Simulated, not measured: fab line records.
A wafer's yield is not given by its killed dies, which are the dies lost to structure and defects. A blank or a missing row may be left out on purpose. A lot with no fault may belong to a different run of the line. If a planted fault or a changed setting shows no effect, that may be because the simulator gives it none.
The tool behind it: which one? ; flow nand_harc ; 12 lots, 33 wafers sampled, at 5 steps of a route of 1302

== WHAT THE GAUGES SHOWED, per wafer ==
NHARC_END_SORT_01. Usual: killed_at_array 63, standard deviation 27; killed_at_other 0.7, standard deviation 1.2; killed_at_periphery 3.1, standard deviation 2; killed_dies 67, standard deviation 28; killed_open 3.0, standard deviation 1.9; killed_short 2.2, standard deviation 1.5.
lot;measured;on;killed_at_array;killed_at_other;killed_at_periphery;killed_dies;killed_open;killed_short;flag
L801;day 30 05:38;prober-02;54;0;5;59;3;1;

== TOOL THAT RAN EACH LOT (tool first, then ch and the chambers of the sampled wafers, then the start) ==
lot;NHARC_A_CONTACT_ETCH_92;NHARC_A_BLC_SOFTBAKE_05;NHARC_A_BLC_ETCH_16;NHARC_A_BLC_ETCH_17
L788;rie_diel-13 ch 0,2,3, day 22 10:26;litho_track-06 ch 0, day 22 13:00;rie_diel-11 ch 0,1,2, day 22 13:45;rie_diel-11 ch 0,1,3, no start
L787;rie_diel-02 ch 0,2,3, day 22 14:20;litho_track-04 ch 0, day 22 17:00;rie_diel-11 ch 0,2,3, day 22 18:37;rie_diel-11 ch 1,2,3, no start
L790;rie_diel-13 ch 1,2,3, day 23 15:38;litho_track-04 ch 0, day 23 18:00;rie_diel-11 ch 1,2,3, day 23 19:05;rie_diel-11 ch 0,1,2, no start
L792;rie_diel-02 ch 0,1,2, day 24 05:15;litho_track-06 ch 0, day 24 07:00;rie_diel-07 ch 1,3, day 24 08:34;rie_diel-07 ch 1,2,3, no start
L793;rie_diel-02 ch 0,1, day 24 16:26;litho_track-01 ch 0, day 24 19:00;rie_diel-07 ch 1,2,3, day 24 19:44;rie_diel-07 ch 1,3, no start
L795;rie_diel-13 ch 2,3, day 25 21:53;litho_track-04 ch 0, day 26 00:00;rie_diel-11 ch 0,2, day 26 01:25;rie_diel-11 ch 0,2, no start
L798;rie_diel-02 ch 0,1, day 26 20:26;litho_track-06 ch 0, day 26 23:00;rie_diel-07 ch 1,3, day 27 00:08;rie_diel-07 ch 0,2, no start
L800;rie_diel-02 ch 2,3, day 28 02:28;litho_track-04 ch 0, day 28 05:00;rie_diel-11 ch 0,1,3, day 28 05:56;rie_diel-11 ch 0,1, no start
L801;rie_diel-02 ch 2,3, day 28 04:28;litho_track-01 ch 0, day 28 07:00;rie_diel-11 ch 0,1,2, day 28 08:31;rie_diel-11 ch 0,2,3, day 30 05:38 or earlier
L806;rie_diel-03 ch 0,1, day 30 16:01;litho_track-01 ch 0, day 30 18:00;rie_diel-07 ch 2,3, day 30 19:30;rie_diel-07 ch 0,1, no start
L809;rie_diel-02 ch 1,2, day 31 08:11;litho_track-01 ch 0, day 31 10:00;rie_diel-07 ch 1, day 31 11:40;rie_diel-07 ch 0,1, no start
L808;rie_diel-02 ch 0,3, day 31 17:08;litho_track-01 ch 0, day 31 20:00;rie_diel-07 ch 0,3, day 31 21:05;rie_diel-07 ch 2,3, no start
- NHARC_A_CONTACT_ETCH_92: etches the open film in CH3F/O2, target depth 40 nm, time 85.7 s.
- NHARC_A_BLC_SOFTBAKE_05: time 55 s.
- NHARC_A_BLC_ETCH_16: etches the open film in CF4, target depth 39 nm, time 65 s.
- NHARC_A_BLC_ETCH_17: etches the open film in N2/H2, target depth 390 nm, time 609.38 s.

== WHAT THE TOOLS THEMSELVES READ (means of the sampled wafers that have a number; where no wafer has one, the mark that the record gives instead) ==
NHARC_A_CONTACT_ETCH_92. Usual: drypump_motor_current_A 5.8 A, standard deviation 0.4; oes_product_au 0.94 a.u., standard deviation 0.036; rf_vpp_V 244.7 V, standard deviation 1.6; showerhead_plenum_p_Torr 2.48 Torr, standard deviation 0.1; throttle_valve_pct 20.662 %, standard deviation 0.0084.
lot;tool;drypump_motor_current_A (A);oes_product_au (a.u.);rf_vpp_V (V);showerhead_plenum_p_Torr (Torr);throttle_valve_pct (%);flag
L788;rie_diel-13;6.1;0.93;243.2;2.40;20.651;
L787;rie_diel-02;5.6;0.93;244.9;2.48;20.665;
L790;rie_diel-13;6.2;0.92;245.9;2.58;20.665;
L792;rie_diel-02;5.5;1.00;244.6;2.44;20.662;
L793;rie_diel-02;5.3;1.00;243.8;2.48;20.665;
L795;rie_diel-13;5.9;0.92;246.7;2.57;20.663;
L798;rie_diel-02;5.3;0.99;244.0;2.47;20.665;
L800;rie_diel-02;5.8;0.91;244.1;2.42;20.664;
L801;rie_diel-02;5.8;0.91;244.0;2.41;20.658;
L806;rie_diel-03;6.2;0.92;244.9;2.50;20.665;
L809;rie_diel-02;5.6;0.91;244.3;2.39;20.663;
L808;rie_diel-02;5.5;0.94;246.1;2.54;20.658;

NHARC_A_BLC_SOFTBAKE_05. Usual: chill_plate_temp_C 23.02 C, standard deviation 0.093; heater_power_total_W 188.45 W, standard deviation 0.13.
lot;tool;chill_plate_temp_C (C);heater_power_total_W (W);flag
L788;litho_track-06;23.09;188.45;
L787;litho_track-04;23.01;188.53;
L790;litho_track-04;22.91;188.46;
L792;litho_track-06;23.05;188.43;
L793;litho_track-01;22.99;188.43;
L795;litho_track-04;23.07;188.35;
L798;litho_track-06;23.09;188.35;
L800;litho_track-04;22.91;188.47;
L801;litho_track-01;23.06;188.39;
L806;litho_track-01;23.02;204.00;OFF
L809;litho_track-01;22.99;203.75;OFF
L808;litho_track-01;22.96;203.80;OFF

NHARC_A_BLC_ETCH_16. Usual: drypump_motor_current_A 5.7 A, standard deviation 0.39; oes_product_au 1.005 a.u., standard deviation 0.014; rf_vpp_V 151.8 V, standard deviation 1; showerhead_plenum_p_Torr 1.82 Torr, standard deviation 0.061; throttle_valve_pct 13.283 %, standard deviation 0.01.
lot;tool;drypump_motor_current_A (A);oes_product_au (a.u.);rf_vpp_V (V);showerhead_plenum_p_Torr (Torr);throttle_valve_pct (%);flag
L788;rie_diel-11;5.5;1.006;151.2;1.81;13.271;
L787;rie_diel-11;5.7;0.986;152.4;1.83;13.287;
L790;rie_diel-11;5.5;1.001;151.7;1.77;13.288;
L792;rie_diel-07;5.8;1.001;152.4;1.82;13.290;
L793;rie_diel-07;5.7;1.013;152.0;1.83;13.281;
L795;rie_diel-11;5.8;0.992;151.2;1.87;13.287;
L798;rie_diel-07;5.9;1.004;152.1;1.82;13.270;
L800;rie_diel-11;5.6;1.002;150.8;1.77;13.285;
L801;rie_diel-11;5.5;1.008;151.8;1.81;13.281;
L806;rie_diel-07;5.6;1.000;152.6;1.84;13.287;
L809;rie_diel-07;5.9;1.008;151.9;1.79;13.285;
L808;rie_diel-07;6.1;1.004;151.7;1.88;13.281;

NHARC_A_BLC_ETCH_17. Usual: drypump_motor_current_A 5.8 A, standard deviation 0.39; oes_product_au 1.006 a.u., standard deviation 0.012; rf_vpp_V 432.3 V, standard deviation 2.4; showerhead_plenum_p_Torr 2.11 Torr, standard deviation 0.077; throttle_valve_pct 14.171 %, standard deviation 0.0091.
lot;tool;drypump_motor_current_A (A);oes_product_au (a.u.);rf_vpp_V (V);showerhead_plenum_p_Torr (Torr);throttle_valve_pct (%);flag
L788;rie_diel-11;5.6;1.004;430.7;2.05;14.171;
L787;rie_diel-11;5.5;0.999;430.4;2.05;14.177;
L790;rie_diel-11;5.5;0.998;432.3;2.09;14.189;
L792;rie_diel-07;5.7;1.013;432.4;2.12;14.165;
L793;rie_diel-07;5.8;1.008;433.8;2.15;14.168;
L795;rie_diel-11;5.7;0.998;434.0;2.16;14.161;
L798;rie_diel-07;5.8;1.008;432.7;2.12;14.163;
L800;rie_diel-11;5.6;1.000;432.3;2.09;14.168;
L801;rie_diel-11;5.8;1.012;433.3;2.11;14.173;
L806;rie_diel-07;6.2;1.001;433.8;2.12;14.178;
L809;rie_diel-07;6.2;1.010;432.2;2.12;14.166;
L808;rie_diel-07;5.6;1.000;432.4;2.13;14.178;

== THE ANSWER, worked out from the rows above alone ==
Rule: a lot is off if the mean of its wafers that have a number lies more than 3 standard deviations from the usual mean. A lot without any number at a reading at which 4 lots or more have one is off too. Where the step has rows for the other lots, those lots are counted as sound. The gauges are gone through in route order, then the tools' own readings, and for those a lot's mean is taken as printed above. At the first step where some lot is off, the reading lying furthest off is the one used; lots without a number count as furthest.
Off: L806, L809, L808 (NHARC_A_BLC_SOFTBAKE_05, heater_power_total_W).
If a tool, at that step or one of the process steps before it, ran each lot that is off and ran no sound lot following the first of them, it fits. One candidate fits, namely litho_track-01 at NHARC_A_BLC_SOFTBAKE_05. A fault onset in the window from L801 (day 28 07:00, its last sound lot) to L806 (day 30 18:00, its first lot off) fits.
On the lots that are off, the tool's own readings at NHARC_A_BLC_SOFTBAKE_05 differ by more than 5 times the standard deviation of the sound lots' means, which bears it out; heater_power_total_W reads 203.85 W there versus 188.43 W on the sound lots.

== WHAT THE SIMULATOR HAD PUT IN ==
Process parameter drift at NHARC_A_BLC_SOFTBAKE_05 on litho_track-01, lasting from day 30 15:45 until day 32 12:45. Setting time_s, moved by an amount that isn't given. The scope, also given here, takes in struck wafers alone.
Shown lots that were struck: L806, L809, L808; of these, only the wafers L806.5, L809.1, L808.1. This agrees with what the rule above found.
